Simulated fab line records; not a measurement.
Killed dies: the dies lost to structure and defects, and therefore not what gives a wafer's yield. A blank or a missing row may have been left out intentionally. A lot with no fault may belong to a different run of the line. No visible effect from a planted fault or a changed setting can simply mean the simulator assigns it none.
Comparing a struck lot with a sound one -- flow nand harc -- 23 out of 1302 route steps
Sound: wafers L955.2, L955.3, L955.4. The struck wafers were L971.2, L971.5, L971.6. The cause comes at the end.
For every step that has rows: the tool of each side, followed by ch and its chambers, followed by its first start. Under that, the readings that differ: sound wafers -- struck wafers -- difference of the means -- sigmas: that difference in standard deviations of wafers without a fault.
alike: words and numbers the same on both sides, and readings whose means are apart by under 2 such deviations; not compared: readings that were withheld, readings missing a value for some wafer, numbers with overlapping values and no deviation given by the record, and bounds like >300 which may hide the same value.
A row with sigmas, a row that says differs or no value, or rows on one side alone: a step with any of these is where the two part. Numbers that have no deviation but don't overlap get no sigmas and don't part them. Lack of a reading on every wafer of one side parts them only where that side has two or more wafers.

first, 1 step without rows for these wafers: NHARC_A_CHANNEL_HOLE_D1_ETCH_16 (etches the open film in O2/COS, target depth 3100 nm, time 806 s).
NHARC_A_CHANNEL_HOLE_D1_CD_MEAS_18:
  struck on cd sem-03, day 15 05:15; sound on cd sem-02, day 8 19:02
  alike: cd nm
then, 1 step without rows for these wafers: NHARC_A_CHANNEL_HOLE_D1_ETCH_19 (etches the open film in C4F8/O2/Ar, time 34.5 s).
NHARC_A_CHANNEL_HOLE_D1_ETCH_20: etches the open film in C4F8/O2/Ar, time 361.9 s, target depth 1600 nm.
  sound on har etch-02 ch 0,1, day 8 19:17; struck on har etch-02 ch 0,1, day 15 05:29
  alike: c4f8 flow sccm, drypump motor current A, showerhead plenum p Torr, throttle valve pct
  not compared: rf hours counter h
then, 1 step without rows for these wafers: NHARC_A_CHANNEL_HOLE_D1_ETCH_21 (etches the open film in C4F8/O2/Ar, time 514.3 s, target depth 1600 nm).
NHARC_A_CHANNEL_HOLE_D1_ETCH_22: etches the open film in C4F8/O2/Ar, time 666.7 s, target depth 1600 nm.
  sound on har etch-02 ch 0,1, day 8 20:05; struck on har etch-02 ch 0,1, day 15 06:17
  alike: c4f8 flow sccm, drypump motor current A, showerhead plenum p Torr, throttle valve pct
  not compared: rf hours counter h
NHARC_A_CHANNEL_HOLE_D1_ETCH_23: etches the open film in C4F8/O2/Ar, time 819 s, target depth 1600 nm.
  sound on har etch-02 ch 0,1, day 8 20:40; struck on har etch-02 ch 0,1, day 15 06:53
  alike: c4f8 flow sccm, drypump motor current A, showerhead plenum p Torr, throttle valve pct
  not compared: rf hours counter h
then, 1 step without rows for these wafers: NHARC_A_CHANNEL_HOLE_D1_ETCH_24 (etches the open film in C4F8/O2/Ar, time 906.2 s, target depth 1500 nm).
NHARC_A_CHANNEL_HOLE_D1_ETCH_25: etches the open film in C4F8/O2/Ar, time 1040.2 s, target depth 1500 nm.
  sound on har etch-02 ch 0,1, day 8 22:10; struck on har etch-02 ch 0,1, day 15 08:23
  alike: c4f8 flow sccm, drypump motor current A, showerhead plenum p Torr, throttle valve pct
  not compared: rf hours counter h
NHARC_A_CHANNEL_HOLE_D1_ETCH_26: etches the open film in C4F8/O2/Ar, time 224.1 s, target depth 300 nm.
  sound on har etch-02 ch 0,1, day 8 22:56; struck on har etch-02 ch 0,1, day 15 09:09
  alike: c4f8 flow sccm, drypump motor current A, showerhead plenum p Torr, throttle valve pct
  not compared: rf hours counter h
then, 2 steps without rows for these wafers: NHARC_A_CHANNEL_HOLE_D1_ETCH_33 (etches the open film in C4F8/O2/Ar, time 90 s, target depth 400 nm); NHARC_A_CHANNEL_HOLE_D1_STRIP_41 (strips in N2/H2).
NHARC_A_CHANNEL_HOLE_D1_STRIP_42: strips in CF4/CHF3.
  sound on rie diel-04 ch 0,1,3, day 8 23:44; struck on rie diel-08 ch 1,2, day 15 09:58
then, 5 steps without rows for these wafers: NHARC_A_CHANNEL_HOLE_D1_STRIP_43 (strips in O2/COS); NHARC_A_CHANNEL_HOLE_D1_ETCH_44 (etches the open film in CF4/O2, target depth 140 nm, overetch 14 nm, time 77 s); NHARC_A_CHANNEL_HOLE_D1_STRIP_27 (strips in O2); NHARC_A_CHANNEL_HOLE_D1_PRECLEAN_28 (cleans in SC1); NHARC_A_CHANNEL_HOLE_D1_SRD_29.
NHARC_A_CHANNEL_HOLE_D1_CD_MEAS_30:
  struck on cd sem-01, day 15 11:02; sound on cd sem-01, day 9 00:39
  alike: cd nm
then, 1 step without rows for these wafers: NHARC_A_CHANNEL_HOLE_D1_XSEM_31.
NHARC_A_CHANNEL_HOLE_D1_INSPECT_40:
  struck on defect inspect-02, day 15 11:13; sound on defect inspect-01, day 9 00:50
reading,sound,struck,difference,sigmas
raw defect count,85 97 92,1289 1261 1195,+1157,+37
then, 1 step without rows for these wafers: NHARC_A_CHANNEL_FILL_D1_PRECLEAN_00 (cleans in SC1).
-- record jumps: 16 days between struck wafers' starts before vs after; left off in module A_CHANNEL_FILL_D1, resumes in module END, first step shown is number 1302 of the route --
NHARC_END_SORT_01:
  the record has rows for the struck wafers here (prober-02 ch 0, day 31 08:38) and none for the sound ones

WHERE THEY PART
First at NHARC_A_CHANNEL_HOLE_D1_INSPECT_40; last, within this record, at NHARC_END_SORT_01.

WHY: what had been put in by the simulator
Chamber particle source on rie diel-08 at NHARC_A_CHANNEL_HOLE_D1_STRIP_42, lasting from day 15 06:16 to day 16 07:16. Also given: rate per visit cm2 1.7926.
